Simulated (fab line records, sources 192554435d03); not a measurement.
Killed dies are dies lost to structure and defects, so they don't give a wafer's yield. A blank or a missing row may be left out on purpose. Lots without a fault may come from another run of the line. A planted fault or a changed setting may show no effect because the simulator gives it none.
A struck lot beside a sound one | flow n5_finfet | 37 steps out of a route of 1938
Sound: wafers L901.2, L901.3, L901.5. Struck: wafers L917.2, L917.3, L917.6. The cause comes at the end.
At each step with rows: each side's tool, then ch and its chambers, then its first start. Under that, the readings that differ: sound wafers | struck wafers | difference of the means | sigmas: that difference in standard deviations of wafers without a fault.
alike: readings whose means differ by less than 2 such deviations, and words and numbers that are the same on both sides. not compared: withheld readings, readings that some wafer has no value for, bounds like >300 that may hide the same value, and numbers for which the record gives no deviation and whose values overlap.
The two part at a step that has a row with sigmas, a row that says differs or no value, or rows on one side only. Numbers that don't overlap but have no deviation are shown without sigmas and don't part them. A reading that every wafer of one side lacks parts them only if that side has two wafers or more.

first, 12 steps without rows for these wafers: N5_MOL_CONTACT_COAG_ALD_133 (deposits SiO2, target thk 5 nm, pulse time 1 s, co reactant pulse time 1 s); N5_MOL_CONTACT_COAG_ETCHBACK_134 (etches SiO2 in CHF3, target depth 10 nm, time 6.7 s); N5_MOL_CONTACT_COAG_ETCH_67 (etches SOC in N2/H2, target depth 60 nm, overetch 21 nm, time 101.2 s); N5_MOL_CONTACT_COAG_STRIP_68 (strips in N2/H2); N5_MOL_CONTACT_COAG_STRIP_69 (strips in N2/H2); N5_MOL_CONTACT_COAG_ETCHBACK_136 (etches SiO2 in CHF3, target depth 25 nm, time 16.7 s); N5_MOL_CONTACT_COAG_STRIP_120 (strips in CHF3); N5_MOL_CONTACT_COAG_VIA_ETCH_117 (etches SiO2 in C4F6/O2, target depth 40 nm, overetch 8 nm, time 26 s); N5_MOL_CONTACT_COAG_ETCH_124 (etches SiNx in CH3F/O2, stops on SiOC, target depth 6.5 nm); N5_MOL_CONTACT_COAG_ETCH_48 (etches SiOC in C4F6/O2, target depth 15 nm, overetch 4.5 nm, time 17 s); N5_MOL_CONTACT_COAG_STRIP_72 (strips in N2/H2); N5_MOL_CONTACT_COAG_STRIP_49 (strips in N2/H2, time 30 s).
N5_MOL_CONTACT_COAG_PRECLEAN_138: cleans in alkaline clean, time 60 s.
  sound on wet_bench-05 ch 2,3,7, day 5 22:47; struck on wet_bench-03 ch 3,5,6, day 9 21:24
  alike: bath_guard_temp_C
then, 23 steps without rows for these wafers: N5_MOL_CONTACT_COAG_SRD_139 (time 30 s); N5_MOL_CONTACT_COAG_PRE_CLEAN_121; N5_MOL_CONTACT_COAG_CVD_140 (deposits W, target thk 66.5 nm, time 215 s); N5_MOL_CONTACT_COAG_PRECLEAN_127 (cleans in DIW, time 57.5 s); N5_MOL_CONTACT_COAG_SRD_128 (dry time 32 s); N5_MOL_CONTACT_COAG_CMP_52 (polishes, stops on SiO2, t overpolish 1.5 s, target thk 66.5 nm); N5_MOL_CONTACT_COAG_ANNEAL_112 (time 1800 s); N5_BEOL_M0_SAQP_PECVD_00 (deposits SiCN from 3MS/NH3, target thk 8 nm, time 14 s); N5_BEOL_M0_SAQP_ILD_DEP_01 (deposits SiOC from DEMS/O2, target thk 45.419 nm, time 8.7 s); N5_BEOL_M0_SAQP_HM_DEP_02 (deposits TiN, target thk 12 nm); N5_BEOL_M0_SAQP_PECVD_03 (deposits SiCN from 3MS/NH3, target thk 12 nm, time 21.1 s); N5_BEOL_M0_SAQP_PECVD_96 (deposits a-Si from SiH4/He, target thk 45 nm, time 45.2 s); N5_BEOL_M0_SAQP_PECVD_97 (deposits SiNx from SiH4/NH3/N2, target thk 23 nm, time 19.9 s); N5_BEOL_M0_SAQP_PECVD_04 (deposits a-Si from SiH4/He, target thk 60 nm, time 60.2 s); N5_BEOL_M0_SAQP_HM_DEP_111 (deposits SiO2 from SiH4/N2O, target thk 12 nm, time 7.2 s); N5_BEOL_M0_SAQP_COAT_81 (time 60 s, resist thk 100 nm); N5_BEOL_M0_SAQP_COAT_82 (time 60 s, resist thk 30 nm); N5_BEOL_M0_SAQP_COAT_08 (resist thk 90 nm); N5_BEOL_M0_SAQP_EBR_10; N5_BEOL_M0_SAQP_SOFTBAKE_09 (time 60 s); N5_BEOL_M0_SAQP_EXPOSE_11 (exposes mask M0 CORE, target cd 42 nm); N5_BEOL_M0_SAQP_PEB_12 (peb time 60 s); N5_BEOL_M0_SAQP_DEVELOP_13 (develop time 30 s).
-- the record jumps here: 13 days lie between the struck wafers' starts before and after (it left off in module BEOL_M0_SAQP and takes up again in module PASSIVATION, whose first step shown is number 1936 of the route) --
N5_PASSIVATION_PROBE_49:
  the record has rows for the struck wafers here (prober-01, day 22 18:19) and none for the sound ones

WHERE THEY PART
Only at N5_PASSIVATION_PROBE_49, within this record.

WHY: what the simulator had put in
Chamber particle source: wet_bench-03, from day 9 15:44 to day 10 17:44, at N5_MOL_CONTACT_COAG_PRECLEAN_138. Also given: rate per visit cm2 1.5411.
